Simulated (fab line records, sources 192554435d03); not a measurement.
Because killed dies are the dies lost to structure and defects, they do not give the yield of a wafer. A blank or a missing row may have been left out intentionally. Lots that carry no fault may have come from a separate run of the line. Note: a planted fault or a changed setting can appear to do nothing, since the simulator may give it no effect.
fab line records    flow n5_finfet    part 2 of 2: steps 21 to 27 of 27
record lots=5  wafers=15  last_day=18
route steps=1938 shown BEOL_M15@1826 PASS1_DEP@1831 MIM_BOT@1832 MIM_TOP@1834 MIM_TOP_LITHO@1839 MIM_TOP_ETCH@1851
lots untouched by any fault: they come from a run of this same line in which no faults occurred
start_h: hours from the record's opening day to when the first of the lot's shown wafers began    wait_h: hours from the lot's prior step to this one    " same as the row above    L1.1+2: a row that stands for several wafers    - value missing, or start not given    * or withheld: withheld    < > ~ a bound
route shown NAME@n: NAME is a module with steps in the file, n the number in the route of the first one    usual: the fault-free wafers' mean and standard deviation    same: alike in all rows    chamber/n: place in a boat    sites: each site's reading    _std_site: the values' standard deviation    _edge_site: inner sites' mean taken away from outer sites' mean    radius_mm: for every site, how far away it sits from the centre of the wafer    mask NAME#n: copy n    behind: the last tool/chamber to shape the wafer    hold: reason for holding the lot/hours on hold/outcome of the hold    device: the n, p or np transistor that did not switch    end of line: the same wafers' tests at the end of the route    a step without rows: its recipe alone    killed: the dies lost at the first sort to structure and to defects; this is not the yield of the wafer    map: the dies of a wafer, with x for killed, . for not killed, _ for no die there
set.NAME: setting as actually run; set.NAME@STEP: the setting as run at that earlier step    model.NAME: the simulator's own value behind a step, which no gauge read
lots seen at some steps along the route; tables by step, rows by wafer
services: when a tool's chamber went out of use (start_h, in hours from the record's first day, below 0 if earlier), for how many hours, and the reason
## steps
# step N5_MIM_TOP_LITHO_HARDBAKE_09
# recipe temp_c=130  time_s=120
# usual plate_temp_C=130.03/0.13
lot.wafer  tool            chamber  start_h  wait_h  plate_temp_C
L079.3     litho_track-03  0        -        -       130.01
L079.5     "               0        "        "       130.19
L079.6     "               0        "        "       130.06
L085.1     litho_track-03  0        -        -       129.89
L085.3     "               0        "        "       129.68
L085.6     "               0        "        "       130.07
L091.4     litho_track-01  0        -        -       130.06
L091.5     "               0        "        "       130.20
L091.6     "               0        "        "       129.93
L094.2     litho_track-02  0        -        -       130.00
L094.3     "               0        "        "       129.96
L094.5     "               0        "        "       129.80
L093.1     litho_track-02  0        -        -       130.05
L093.3     "               0        "        "       130.03
L093.4     "               0        "        "       130.12
# step N5_MIM_TOP_LITHO_CD_MEAS_08
# recipe target_cd_nm=2000  landing_energy_ev=500  detector=se_inlens
# usual cd_nm=2000.3/1.8
lot.wafer  tool       chamber  start_h  wait_h  cd_nm
L079.3     cd_sem-01  0        299.73   -       1998.3
L079.5     "          0        "        "       1996.4
L079.6     "          0        "        "       1999.6
L085.1     cd_sem-01  0        349.10   -       1998.9
L085.3     "          0        "        "       1999.8
L085.6     "          0        "        "       2001.3
L091.4     cd_sem-02  0        381.38   -       1999.8
L091.5     "          0        "        "       1997.7
L091.6     "          0        "        "       2000.9
L094.2     cd_sem-02  0        394.39   -       2000.2
L094.3     "          0        "        "       2001.6
L094.5     "          0        "        "       1999.3
L093.1     cd_sem-02  0        413.40   -       2002.7
L093.3     "          0        "        "       2000.9
L093.4     "          0        "        "       2001.7
# step N5_MIM_TOP_LITHO_OVL_MEAS_11
# recipe points_per_wafer=44
# usual MIM_TOP_OVL=-1/5.6
# same points_per_wafer=44
lot.wafer  tool        chamber  start_h  wait_h  MIM_TOP_OVL[nm]
L079.3     overlay-01  0        299.76   0.0     -5
L079.5     "           0        "        "       -5
L079.6     "           0        "        "       -8
L085.1     overlay-01  0        349.13   0.0     8
L085.3     "           0        "        "       8
L085.6     "           0        "        "       9
L091.4     overlay-02  0        381.41   0.0     5
L091.5     "           0        "        "       7
L091.6     "           0        "        "       2
L094.2     overlay-01  0        394.42   0.0     -8
L094.3     "           0        "        "       7
L094.5     "           0        "        "       -1
L093.1     overlay-02  0        413.43   0.0     -6
L093.3     "           0        "        "       -2
L093.4     "           0        "        "       -7
# step N5_MIM_TOP_LITHO_INSPECT_12
# recipe mode=adi  inspect_instrument=macro
# usual raw_defect_count=1.9/1.4
lot.wafer  tool               chamber  start_h  wait_h  raw_defect_count
L079.3     defect_inspect-01  -        299.78   0.0     0
L079.5     "                  -        "        "       2
L079.6     "                  -        "        "       5
L085.1     defect_inspect-02  -        349.15   0.0     1
L085.3     "                  -        "        "       1
L085.6     "                  -        "        "       2
L091.4     defect_inspect-02  -        381.43   0.0     1
L091.5     "                  -        "        "       3
L091.6     "                  -        "        "       1
L094.2     defect_inspect-02  -        394.44   0.0     1
L094.3     "                  -        "        "       3
L094.5     "                  -        "        "       2
L093.1     defect_inspect-01  -        413.45   0.0     4
L093.3     "                  -        "        "       1
L093.4     "                  -        "        "       2
# step N5_MIM_TOP_LITHO_DESCUM_10
# recipe chemistry=O2  time_s=7.9  source_power_w=50  bias_power_w=20  pressure_mtorr=20  rf_frequency_hz=2.712e+07  temp_c=40  o2_flow_sccm=225
# usual drypump_motor_current_A=5.9/0.53  oes_product_au=0.78/0.094  rf_fwd_power_W=49.69/0.17  rf_vpp_V=243.1/1.2  showerhead_plenum_p_Torr=2.09/0.062  throttle_valve_pct=20.43/0.22
lot.wafer  tool         chamber  start_h  wait_h  drypump_motor_current_A  oes_product_au  rf_fwd_power_W  rf_hours_counter_h  rf_vpp_V  showerhead_plenum_p_Torr  throttle_valve_pct
L079.3     rie_diel-02  1        299.82   0.0     6.7                      0.78            49.84           122                 245.2     2.18                      20.11
L079.5     "            3        "        "       5.7                      0.68            49.91           -                   243.1     2.08                      20.83
L079.6     "            2        "        "       6.1                      0.74            49.51           -                   242.9     2.09                      20.45
L085.1     rie_diel-02  2        349.19   0.0     6.1                      0.73            49.97           172                 242.2     2.08                      20.48
L085.3     "            0        "        "       5.7                      0.74            49.61           204                 243.8     2.07                      20.59
L085.6     "            0        "        "       5.7                      0.73            49.51           -                   243.9     2.07                      20.59
L091.4     rie_diel-05  3        381.47   0.0     5.5                      0.78            49.49           116                 242.0     2.02                      20.41
L091.5     "            0        "        "       6.4                      0.75            49.85           -                   242.6     2.07                      20.40
L091.6     "            1        "        "       6.6                      0.70            49.88           -                   243.1     2.09                      20.17
L094.2     rie_diel-06  1        394.47   0.0     5.5                      0.96            49.66           8                   246.6     2.24                      20.60
L094.3     "            0        "        "       5.8                      0.87            49.76           36                  244.8     2.20                      20.40
L094.5     "            2        "        "       4.9                      0.91            49.68           -                   243.0     2.13                      20.42
L093.1     rie_diel-06  0        413.48   0.0     5.8                      0.86            49.97           43                  244.4     2.20                      20.42
L093.3     "            3        "        "       5.0                      0.96            49.75           3                   244.6     2.25                      19.89
L093.4     "            2        "        "       4.9                      0.89            49.62           33                  246.0     2.12                      20.45
# step N5_MIM_TOP_ETCH_ETCH_00
# recipe chemistry=Cl2/BCl3  target=TiN  target_depth_a=385  ion_energy_ev=150  pressure_mtorr=10  icp_w=1000  bias_w=126  Cl2_flow_sccm=53.25  bcl3_flow_sccm=21.75  Ar_flow_sccm=25
# usual drypump_motor_current_A=5.6/0.61  mfc_cl2_sccm=53.22/0.16  oes_product_au=0.81/0.089  rf_fwd_power_W=994/3.1  throttle_valve_pct=22.69/0.14
lot.wafer  tool          chamber  start_h  wait_h  drypump_motor_current_A  mfc_cl2_sccm  oes_product_au  rf_fwd_power_W  rf_hours_counter_h  throttle_valve_pct
L079.3     rie_metal-02  1        299.97   0.1     6.1                      53.28         0.69            995             -                   22.88
L079.5     "             0        "        "       5.3                      53.43         0.98            993             -                   22.76
L079.6     "             1        "        "       6.1                      53.26         0.70            998             -                   22.88
L085.1     rie_metal-02  0        349.28   0.1     5.3                      53.01         0.95            993             6                   22.76
L085.3     "             1        "        "       6.1                      52.96         0.69            995             -                   22.89
L085.6     "             1        "        "       6.0                      53.38         0.68            996             -                   22.88
L091.4     rie_metal-03  0        381.59   0.1     6.4                      53.40         0.78            992             -                   22.70
L091.5     "             0        "        "       6.4                      53.43         0.78            990             -                   22.71
L091.6     "             1        "        "       5.7                      53.32         0.72            995             -                   22.65
L094.2     rie_metal-01  0        394.60   0.1     4.6                      52.90         0.87            994             -                   22.56
L094.3     "             0        "        "       4.6                      52.92         0.87            998             -                   22.57
L094.5     "             0        "        "       4.6                      53.21         0.86            998             -                   22.55
L093.1     rie_metal-03  1        413.57   0.1     5.7                      53.18         0.72            994             61                  22.65
L093.3     "             0        "        "       6.5                      53.36         0.78            993             -                   22.70
L093.4     "             1        "        "       5.7                      53.23         0.71            997             -                   22.65
# step N5_MIM_TOP_ETCH_STRIP_01
# recipe chemistry=O2  power_w=600  temp_c=60  pressure_mtorr=30  rf_frequency_hz=6e+07  bias_power_w=0  overash_fraction=0.5  o2_flow_sccm=225
# usual drypump_motor_current_A=5.7/0.71  oes_product_au=0.76/0.072  rf_vpp_V=3.8/1.3  showerhead_plenum_p_Torr=2.08/0.061  throttle_valve_pct=16.62/0.17
lot.wafer  tool         chamber  start_h  wait_h  drypump_motor_current_A  oes_product_au  rf_hours_counter_h  rf_vpp_V  showerhead_plenum_p_Torr  throttle_valve_pct
L079.3     rie_diel-04  0        300.08   0.1     5.3                      0.72            222                 5.3       2.17                      16.67
L079.5     "            0        "        "       5.3                      0.69            -                   5.6       2.16                      16.71
L079.6     "            3        "        "       6.7                      0.79            -                   4.3       2.03                      16.68
L085.1     rie_diel-01  3        349.42   0.1     6.4                      0.83            83                  2.3       2.04                      16.61
L085.3     "            1        "        "       4.9                      0.66            244                 3.2       1.97                      16.82
L085.6     "            3        "        "       6.4                      0.80            -                   4.1       2.04                      16.64
L091.4     rie_diel-03  1        381.73   0.1     5.3                      0.79            -                   2.4       2.11                      16.27
L091.5     "            2        "        "       6.6                      0.72            -                   4.6       2.00                      16.94
L091.6     "            0        "        "       6.4                      0.76            -                   2.3       2.09                      16.51
L094.2     rie_diel-01  3        394.82   0.2     6.4                      0.79            96                  2.9       2.03                      16.68
L094.3     "            2        "        "       5.2                      0.68            227                 3.9       2.05                      16.45
L094.5     "            0        "        "       5.6                      0.76            -                   3.7       2.10                      16.89
L093.1     rie_diel-04  2        413.81   0.2     6.5                      0.79            92                  4.3       2.05                      16.57
L093.3     "            3        "        "       6.7                      0.78            132                 4.9       2.02                      16.65
L093.4     "            2        "        "       6.5                      0.78            -                   2.7       2.05                      16.56
## services
tool            chamber  start_h  hours  kind
pecvd-02        -        282.92   1.1    repair
rie_metal-02    0        284.74   9.4    repair
ald_hk-02       -        287.45   14.6   repair
krf_scanner-01  -        288.22   0.9    repair
rie_metal-03    -        290.84   14.6   pm
rie_diel-02     0        294.09   10.7   repair
krf_scanner-02  -        303.17   0.3    repair
rie_diel-06     1        306.01   2.9    repair
rie_diel-04     -        307.34   1.1    repair
rie_diel-04     3        332.64   7.5    repair
rie_diel-04     0        334.08   6.7    repair
krf_scanner-02  -        336.97   1.0    pm
krf_scanner-02  -        340.97   0.8    pm
krf_scanner-02  -        346.07   0.5    repair
pecvd-03        -        346.25   0.7    repair
ald_hk-01       -        353.62   2.3    repair
krf_scanner-02  -        356.03   1.3    pm
pecvd-02        -        368.91   5.5    pm
rie_metal-03    -        373.47   1.4    pm
rie_diel-01     3        380.65   7.9    repair
pvd_sputter-03  -        393.82   0.9    repair
ald_hk-01       -        399.37   8.7    pm
rie_diel-02     0        399.87   14.4   repair
rie_diel-01     2        399.94   1.9    repair
